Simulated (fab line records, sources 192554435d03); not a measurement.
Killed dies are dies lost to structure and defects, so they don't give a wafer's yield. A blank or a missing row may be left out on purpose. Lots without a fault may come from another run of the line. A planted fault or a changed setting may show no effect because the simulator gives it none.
fab line records | flow n5_finfet | part 1 of 2: steps 1 to 4 of 6
record lots=23 wafers=69 last_day=19
route steps=1938 shown BEOL_M4@1064 BEOL_M5@1115
lots that met no fault: from a run of the same line without faults
start_h: hours from the record's first day to the start of the lot's first wafer shown | wait_h: hours since the lot's step before | " the same as in the row above | L1.1+2: a row that stands for several wafers | - no value, or no start given | * or withheld: withheld | < > ~ a bound
route shown NAME@n: a module of which the file shows steps, and the number in the route of the first | usual: mean/standard deviation of fault-free wafers | same: alike in all rows | chamber/n: place in a boat | sites: the reading at each site | _std_site: their standard deviation | _edge_site: outer sites' mean less inner sites' | radius_mm: how far each site lies from the wafer's centre | mask NAME#n: copy n | behind: the tool/chamber that last shaped the wafer | hold: why the lot was held/for how many hours/how that ended | device: the transistor (n, p or np) that didn't switch | end of line: the same wafers' tests at the end of the route | a step without rows: its recipe alone | killed: dies lost to structure and defects at the first sort, not the wafer's yield | map: a wafer's dies, x killed, . not, _ none there
set.NAME: the setting as run; set.NAME@STEP: as run at that earlier step | model.NAME: the simulator's own value behind a step, which no gauge read
steps of the route over a sample of lots; a table a step, a row a wafer
services: from which hour (start_h, from the record's first day; less than 0 if before it) a tool's chamber was out of use, for how many hours, and why
## steps
# step N5_BEOL_M4_ETCH_70
# recipe chemistry=N2/H2 target=SOC target_depth_a=800 overetch_a=240 mask_material=SiARC temp_c=40 time_s=130 ion_energy_ev=200 pressure_mtorr=30 source_w=840 bias_w=150 n2_flow_sccm=200 h2_flow_sccm=200
# usual drypump_motor_current_A=5.9/0.5 oes_product_au=0.58/0.049 rf_vpp_V=522.6/2.8 showerhead_plenum_p_Torr=2.50/0.099 throttle_valve_pct=17.75/0.21
# columns lot.wafer tool chamber start_h wait_h drypump_motor_current_A oes_product_au rf_hours_counter_h rf_vpp_V showerhead_plenum_p_Torr throttle_valve_pct
L074.1 rie_diel-01 2 188.62 0.0 5.4 0.52 207 525.9 2.62 17.92
L074.4 " 0 " " 6.2 0.58 146 521.7 2.43 17.80
L074.6 " 1 " " 6.4 0.60 - 521.2 2.50 17.56
L075.1 rie_diel-03 0 193.40 0.0 6.0 0.61 76 523.1 2.47 17.96
L075.2 " 3 " " 5.6 0.50 240 526.3 2.62 18.39
L075.6 " 2 " " 6.7 0.61 - 526.1 2.58 17.84
L078.2 rie_diel-01 0 235.47 0.0 6.3 0.56 161 521.9 2.43 17.84
L078.3 " 1 " " 6.5 0.59 66 522.5 2.49 17.60
L078.6 " 2 " " 5.4 0.51 - 527.1 2.62 17.94
L077.4 rie_diel-01 3 238.19 0.0 5.2 0.55 - 517.3 2.31 17.51
L077.5 " 0 " " 6.2 0.56 - 521.1 2.42 17.84
L077.6 " 1 " " 6.5 0.59 - 521.4 2.49 17.57
L079.1 rie_diel-03 1 258.49 0.0 6.4 0.61 67 525.3 2.58 17.60
L079.4 " 2 " " 6.7 0.58 82 524.0 2.57 17.89
L079.6 " 2 " " 6.7 0.59 - 525.1 2.57 17.86
L080.2 rie_diel-01 3 259.01 0.0 5.1 0.54 189 518.6 2.31 17.52
L080.4 " 1 " " 6.5 0.59 74 521.5 2.49 17.61
L080.5 " 0 " " 6.2 0.56 - 520.0 2.42 17.85
L081.1 rie_diel-03 1 265.37 0.0 6.4 0.60 69 524.0 2.58 17.60
L081.2 " 2 " " 6.7 0.59 84 524.7 2.57 17.88
L081.6 " 3 " " 5.6 0.71 - 527.5 2.61 17.93
L082.1 rie_diel-01 3 271.63 0.0 5.1 0.54 192 517.4 2.31 17.54
L082.3 " 0 " " 6.2 0.55 172 521.9 2.42 17.86
L082.4 " 2 " " 5.4 0.51 232 525.9 2.61 17.95
L083.2 rie_diel-03 2 276.91 0.0 6.7 0.59 87 524.5 2.57 17.90
L083.3 " 3 " " 5.6 0.70 8 525.5 2.61 17.93
L083.6 " 3 " " 5.6 0.70 - 526.3 2.61 17.93
L084.1 rie_diel-01 1 287.39 0.0 6.5 0.59 83 522.4 2.48 17.61
L084.3 " 3 " " 5.1 0.54 197 516.7 2.30 17.54
L084.4 " 2 " " 5.4 0.51 237 525.2 2.61 17.97
L085.1 rie_diel-01 0 290.88 0.0 6.2 0.55 178 519.9 2.42 17.87
L085.4 " 3 " " 5.1 0.53 198 516.5 2.30 17.54
L085.6 " 3 " " 5.1 0.54 - 517.4 2.30 17.53
L087.1 rie_diel-05 2 290.95 0.0 5.7 0.54 223 525.9 2.63 18.01
L087.2 " 0 " " 5.4 0.59 84 524.1 2.56 17.71
L087.5 " 2 " " 5.6 0.53 - 525.7 2.63 18.02
L086.2 rie_diel-05 2 295.58 0.0 5.6 0.53 224 526.2 2.63 18.02
L086.4 " 0 " " 5.4 0.59 85 524.4 2.56 17.69
L086.5 " 1 " " 6.2 0.65 - 522.6 2.47 17.57
L076.3 rie_diel-05 0 302.25 0.0 5.3 0.59 87 525.3 2.56 17.71
L076.4 " 3 " " 5.6 0.64 38 523.0 2.47 17.34
L076.6 " 0 " " 5.3 0.59 - 525.4 2.56 17.68
L090.2 rie_diel-03 3 309.76 0.0 5.6 0.69 16 526.0 2.60 17.97
L090.4 " 1 " " 6.5 0.60 78 525.8 2.57 17.63
L090.6 " 2 " " 6.7 0.58 - 523.2 2.56 17.90
L091.2 rie_diel-01 0 324.94 0.0 6.2 0.55 188 520.3 2.41 17.89
L091.5 " 1 " " 6.4 0.57 - 522.0 2.48 17.64
L091.6 " 0 " " 6.2 0.55 - 521.3 2.41 17.87
L088.2 rie_diel-05 2 329.52 0.0 5.7 0.52 233 526.5 2.62 18.03
L088.3 " 3 " " 5.5 0.63 46 521.7 2.47 17.37
L088.6 " 3 " " 5.5 0.63 - 520.8 2.47 17.37
L092.1 rie_diel-01 0 335.05 0.0 6.2 0.54 194 521.9 2.41 17.88
L092.2 " 1 " " 6.5 0.57 101 521.6 2.48 17.66
L092.4 " 0 " " 6.2 0.54 - 518.5 2.41 17.90
L093.2 rie_diel-05 1 335.39 0.0 6.2 0.64 60 522.0 2.46 17.58
L093.4 " 3 " " 5.5 0.62 49 522.0 2.46 17.38
L093.6 " 3 " " 5.5 0.63 - 522.7 2.46 17.38
L094.1 rie_diel-05 2 338.06 0.0 5.6 0.53 237 524.5 2.62 18.04
L094.3 " 3 " " 5.6 0.63 50 521.3 2.46 17.39
L094.4 " 1 " " 6.2 0.63 60 523.0 2.46 17.60
L095.2 rie_diel-01 3 338.12 0.0 5.1 0.53 215 517.3 2.30 17.57
L095.5 " 1 " " 6.5 0.57 - 522.9 2.48 17.66
L095.6 " 3 " " 5.1 0.53 - 518.9 2.30 17.57
L096.2 rie_diel-03 0 338.23 0.0 6.0 0.58 113 521.0 2.46 18.04
L096.5 " 3 " " 5.6 0.68 - 524.8 2.60 17.98
L096.6 " 0 " " 6.0 0.58 - 522.2 2.46 18.04
L097.1 rie_diel-05 3 342.74 0.0 5.6 0.62 51 521.7 2.46 17.37
L097.5 " 1 " " 6.2 0.63 - 522.1 2.46 17.59
L097.6 " 0 " " 5.3 0.58 - 524.1 2.56 17.72
# step N5_BEOL_M4_STRIP_97
# recipe chemistry=N2/H2 time_s=10 power_w=450 temp_c=40 pressure_mtorr=20 rf_frequency_hz=6e+07 bias_power_w=7 n2_flow_sccm=200 h2_flow_sccm=200
# usual drypump_motor_current_A=5.9/0.51 oes_product_au=0.79/0.07 rf_vpp_V=58.9/0.95 showerhead_plenum_p_Torr=2.49/0.1 throttle_valve_pct=23.53/0.28
# columns lot.wafer tool chamber start_h wait_h drypump_motor_current_A oes_product_au rf_hours_counter_h rf_vpp_V showerhead_plenum_p_Torr throttle_valve_pct
L074.1 rie_diel-01 2 - - 5.4 0.71 208 56.8 2.62 23.67
L074.4 " 0 " " 6.2 0.78 147 59.5 2.43 23.56
L074.6 " 1 " " 6.5 0.85 - 58.7 2.49 23.47
L075.1 rie_diel-03 0 - - 6.0 0.83 76 60.3 2.47 24.01
L075.2 " 3 " " 5.6 0.69 240 58.6 2.61 24.24
L075.6 " 2 " " 6.7 0.83 - 58.0 2.57 23.61
L078.2 rie_diel-01 2 - - 5.4 0.70 221 60.4 2.61 23.70
L078.3 " 3 " " 5.1 0.73 181 58.3 2.31 23.08
L078.6 " 3 " " 5.2 0.73 - 58.5 2.31 23.08
L077.4 rie_diel-01 3 - - 5.1 0.74 - 57.6 2.31 23.09
L077.5 " 0 " " 6.2 0.77 - 58.7 2.42 23.55
L077.6 " 1 " " 6.5 0.83 - 59.8 2.49 23.49
L079.1 rie_diel-03 1 - - 6.5 0.81 67 58.0 2.57 23.39
L079.4 " 2 " " 6.7 0.81 83 59.6 2.57 23.64
L079.6 " 2 " " 6.7 0.81 - 59.4 2.57 23.62
L080.2 rie_diel-01 3 - - 5.1 0.73 189 57.4 2.30 23.10
L080.4 " 1 " " 6.5 0.82 75 60.0 2.48 23.49
L080.5 " 0 " " 6.2 0.76 - 58.1 2.42 23.58
L081.1 rie_diel-03 1 - - 6.5 0.82 69 59.3 2.57 23.38
L081.2 " 2 " " 6.7 0.81 84 59.1 2.56 23.64
L081.6 " 3 " " 5.6 0.96 - 58.8 2.61 23.84
L082.1 rie_diel-01 3 - - 5.1 0.72 192 59.0 2.30 23.07
L082.3 " 0 " " 6.2 0.76 172 58.5 2.42 23.58
L082.4 " 2 " " 5.4 0.68 232 60.7 2.61 23.69
L083.2 rie_diel-03 2 - - 6.7 0.81 87 59.6 2.56 23.62
L083.3 " 3 " " 5.6 0.94 8 60.4 2.60 23.83
L083.6 " 3 " " 5.6 0.95 - 58.9 2.60 23.85
L084.1 rie_diel-01 1 - - 6.5 0.81 83 59.1 2.48 23.49
L084.3 " 3 " " 5.1 0.73 197 58.2 2.30 23.09
L084.4 " 2 " " 5.4 0.68 237 58.2 2.61 23.72
L085.1 rie_diel-01 0 - - 6.2 0.74 178 59.8 2.41 23.58
L085.4 " 3 " " 5.2 0.71 198 58.0 2.30 23.10
L085.6 " 3 " " 5.1 0.72 - 57.0 2.30 23.10
L087.1 rie_diel-05 2 - - 5.6 0.73 223 59.7 2.62 23.78
L087.2 " 0 " " 5.3 0.81 84 59.2 2.56 23.59
L087.5 " 2 " " 5.6 0.72 - 58.1 2.62 23.80
L086.2 rie_diel-05 2 - - 5.6 0.72 224 60.1 2.62 23.79
L086.4 " 0 " " 5.4 0.81 85 58.8 2.56 23.60
L086.5 " 1 " " 6.2 0.89 - 59.1 2.46 23.31
L076.3 rie_diel-05 0 - - 5.4 0.80 87 59.0 2.56 23.58
L076.4 " 3 " " 5.6 0.85 39 58.4 2.46 23.12
L076.6 " 0 " " 5.4 0.80 - 59.3 2.56 23.59
L090.2 rie_diel-03 3 - - 5.6 0.93 16 59.5 2.60 23.84
L090.4 " 1 " " 6.5 0.80 78 59.8 2.57 23.40
L090.6 " 2 " " 6.7 0.80 - 59.3 2.56 23.63
L091.2 rie_diel-01 0 - - 6.2 0.75 188 59.7 2.41 23.62
L091.5 " 1 " " 6.4 0.80 - 57.6 2.47 23.52
L091.6 " 0 " " 6.2 0.74 - 59.2 2.41 23.61
L088.2 rie_diel-05 2 - - 5.6 0.71 233 59.6 2.62 23.81
L088.3 " 3 " " 5.5 0.83 46 59.1 2.46 23.12
L088.6 " 3 " " 5.5 0.85 - 59.2 2.46 23.12
L092.1 rie_diel-01 0 - - 6.2 0.74 194 59.2 2.41 23.60
L092.2 " 1 " " 6.5 0.80 101 58.2 2.47 23.52
L092.4 " 0 " " 6.2 0.74 - 57.3 2.41 23.60
L093.2 rie_diel-05 1 - - 6.2 0.87 60 59.1 2.46 23.32
L093.4 " 3 " " 5.6 0.84 49 57.1 2.46 23.14
L093.6 " 3 " " 5.5 0.84 - 59.0 2.46 23.13
L094.1 rie_diel-05 2 - - 5.6 0.71 237 59.8 2.62 23.80
L094.3 " 3 " " 5.5 0.84 50 58.9 2.46 23.12
L094.4 " 1 " " 6.2 0.87 61 59.0 2.46 23.34
L095.2 rie_diel-01 3 - - 5.2 0.71 215 58.0 2.29 23.13
L095.5 " 1 " " 6.5 0.79 - 59.3 2.47 23.54
L095.6 " 3 " " 5.1 0.71 - 58.1 2.29 23.12
L096.2 rie_diel-03 0 - - 6.0 0.79 113 60.1 2.45 24.09
L096.5 " 3 " " 5.6 0.92 - 60.7 2.60 23.86
L096.6 " 0 " " 6.0 0.78 - 57.3 2.45 24.08
L097.1 rie_diel-05 3 - - 5.6 0.83 51 59.5 2.46 23.12
L097.5 " 1 " " 6.2 0.86 - 58.2 2.46 23.31
L097.6 " 0 " " 5.4 0.79 - 60.1 2.55 23.60
# step N5_BEOL_M4_SPUTTER_81
# recipe material=Cu target_thk_a=45 temp_c=-20 chamber_pressure_pa=0.07 power_w=withheld time_s=8.29
# usual throttle_valve_pct=30.2/0.75
# columns lot.wafer tool chamber start_h wait_h throttle_valve_pct
L074.1 pvd_sputter-03 - 190.38 0.1 29.3
L074.4 " - " " 31.2
L074.6 " - " " 31.0
L075.1 pvd_sputter-03 - 195.02 0.1 30.4
L075.2 " - " " 29.4
L075.6 " - " " 29.6
L078.2 pvd_sputter-03 - 237.04 0.1 29.4
L078.3 " - " " 29.7
L078.6 " - " " 30.3
L077.4 pvd_sputter-02 - 241.56 0.1 30.8
L077.5 " - " " 29.3
L077.6 " - " " 30.3
L079.1 pvd_sputter-03 - 260.15 0.1 31.1
L079.4 " - " " 30.1
L079.6 " - " " 30.2
L080.2 pvd_sputter-03 - 262.27 0.1 30.1
L080.4 " - " " 29.5
L080.5 " - " " 29.8
L081.1 pvd_sputter-03 - 266.93 0.1 30.9
L081.2 " - " " 29.5
L081.6 " - " " 29.5
L082.1 pvd_sputter-03 - 273.89 0.1 30.3
L082.3 " - " " 29.5
L082.4 " - " " 29.9
L083.2 pvd_sputter-01 - 279.49 0.1 31.2
L083.3 " - " " 29.4
L083.6 " - " " 29.3
L084.1 pvd_sputter-01 - 289.15 0.1 28.9
L084.3 " - " " 31.0
L084.4 " - " " 31.1
L085.1 pvd_sputter-03 - 292.80 0.1 31.2
L085.4 " - " " 29.6
L085.6 " - " " 30.3
L087.1 pvd_sputter-02 - 294.04 0.1 30.2
L087.2 " - " " 30.4
L087.5 " - " " 30.5
L086.2 pvd_sputter-01 - 297.61 0.1 29.7
L086.4 " - " " 31.1
L086.5 " - " " 31.0
L076.3 pvd_sputter-02 - 304.38 0.1 30.5
L076.4 " - " " 30.3
L076.6 " - " " 31.2
L090.2 pvd_sputter-01 - 313.38 0.1 29.3
L090.4 " - " " 29.3
L090.6 " - " " 29.1
L091.2 pvd_sputter-01 - 327.23 0.1 30.9
L091.5 " - " " 31.3
L091.6 " - " " 31.0
L088.2 pvd_sputter-02 - 331.48 0.1 30.2
L088.3 " - " " 30.7
L088.6 " - " " 30.6
L092.1 pvd_sputter-01 - 336.91 0.1 29.4
L092.2 " - " " 30.8
L092.4 " - " " 31.3
L093.2 pvd_sputter-02 - 337.19 0.1 31.1
L093.4 " - " " 31.4
L093.6 " - " " 30.6
L094.1 pvd_sputter-01 - 339.89 0.1 29.4
L094.3 " - " " 30.9
L094.4 " - " " 29.2
L095.2 pvd_sputter-03 - 340.10 0.1 29.6
L095.5 " - " " 29.9
L095.6 " - " " 29.3
L096.2 pvd_sputter-01 - 341.73 0.1 31.2
L096.5 " - " " 29.4
L096.6 " - " " 29.2
L097.1 pvd_sputter-02 - 344.62 0.1 30.4
L097.5 " - " " 29.1
L097.6 " - " " 31.4
# step N5_BEOL_M5_PECVD_70
# recipe material=SiO2 target_thk_a=160 temp_c=400 precursor=TEOS/O2 pressure_torr=5.5 rf_w=450 teos_flow_sccm=53.8 gas=O2 flow_sccm=3000 time_s=18
# usual heater_power_w=780/100 showerhead_plenum_p_Torr=8.79/0.059 throttle_valve_pct=22.5/1.4
# columns lot.wafer tool chamber start_h wait_h heater_power_w showerhead_plenum_p_Torr throttle_valve_pct
L074.1 pecvd-03 1 194.37 0.0 780 8.79 22.5
L074.4 " 0 " " 783 8.73 22.4
L074.6 " 2 " " 639 8.83 22.4
L075.1 pecvd-04 0 199.01 0.0 835 8.69 22.7
L075.2 " 1 " " 900 8.86 25.3
L075.6 " 0 " " 856 8.70 22.6
L078.2 pecvd-03 2 241.11 0.0 701 8.84 20.8
L078.3 " 0 " " 723 8.73 23.0
L078.6 " 2 " " 718 8.80 21.0
L077.4 pecvd-03 1 245.58 0.1 798 8.82 22.5
L077.5 " 0 " " 775 8.76 22.4
L077.6 " 2 " " 614 8.80 21.1
L079.1 pecvd-01 2 264.14 0.0 656 8.76 21.9
L079.4 " 2 " " 679 8.77 21.8
L079.6 " 0 " " 677 8.73 22.4
L080.2 pecvd-04 2 266.26 0.0 629 8.88 22.3
L080.4 " 0 " " 783 8.71 22.5
L080.5 " 1 " " 957 8.86 25.0
L081.1 pecvd-01 1 270.92 0.0 861 8.77 20.2
L081.2 " 2 " " 616 8.75 21.9
L081.6 " 1 " " 894 8.78 19.9
L082.1 pecvd-03 1 277.88 0.0 721 8.82 22.6
L082.3 " 0 " " 719 8.73 22.8
L082.4 " 2 " " 640 8.81 20.7
L083.2 pecvd-04 1 283.48 0.0 914 8.87 24.9
L083.3 " 0 " " 863 8.71 22.5
L083.6 " 1 " " 908 8.87 25.2
L084.1 pecvd-01 1 293.21 0.0 823 8.79 20.2
L084.3 " 0 " " 717 8.73 22.4
L084.4 " 1 " " 863 8.77 19.9
L087.1 pecvd-04 0 298.33 0.0 906 8.74 22.5
L087.2 " 1 " " 901 8.87 25.0
L087.5 " 2 " " 715 8.87 22.6
L085.1 pecvd-01 0 299.10 0.0 768 8.74 22.4
L085.4 " 2 " " 677 8.76 21.9
L085.6 " 1 " " 739 8.80 20.0
L086.2 pecvd-04 0 301.79 0.0 848 8.73 22.6
L086.4 " 2 " " 629 8.89 22.4
L086.5 " 0 " " 826 8.72 22.7
L076.3 pecvd-04 1 308.47 0.0 955 8.87 25.1
L076.4 " 2 " " 692 8.91 22.4
L076.6 " 1 " " 957 8.86 25.3
L090.2 pecvd-03 0 317.42 0.0 770 8.76 22.5
L090.4 " 0 " " 723 8.74 22.9
L090.6 " 1 " " 743 8.81 22.7
L091.2 pecvd-01 1 331.76 0.0 841 8.80 20.3
L091.5 " 1 " " 851 8.76 19.9
L091.6 " 0 " " 733 8.75 22.4
L088.2 pecvd-04 0 335.51 0.0 904 8.70 22.3
L088.3 " 0 " " 910 8.70 22.4
L088.6 " 1 " " 957 8.87 25.1
L092.1 pecvd-04 1 341.01 0.0 937 8.84 25.1
L092.2 " 0 " " 926 8.71 22.7
L092.4 " 1 " " 953 8.86 25.1
L093.2 pecvd-01 0 341.42 0.0 737 8.76 22.4
L093.4 " 0 " " 752 8.76 22.3
L093.6 " 1 " " 870 8.79 20.0
L094.1 pecvd-01 1 343.94 0.0 837 8.79 20.1
L094.3 " 0 " " 801 8.74 22.3
L094.4 " 2 " " 697 8.79 22.0
L095.2 pecvd-04 0 344.10 0.0 902 8.71 22.4
L095.5 " 1 " " 861 8.84 25.2
L095.6 " 0 " " 879 8.70 22.6
L096.2 pecvd-01 0 345.74 0.0 777 8.74 22.5
L096.5 " 2 " " 719 8.74 22.0
L096.6 " 1 " " 809 8.78 20.2
L097.1 pecvd-03 1 348.63 0.0 801 8.80 22.5
L097.5 " 1 " " 804 8.78 22.7
L097.6 " 0 " " 721 8.76 23.1
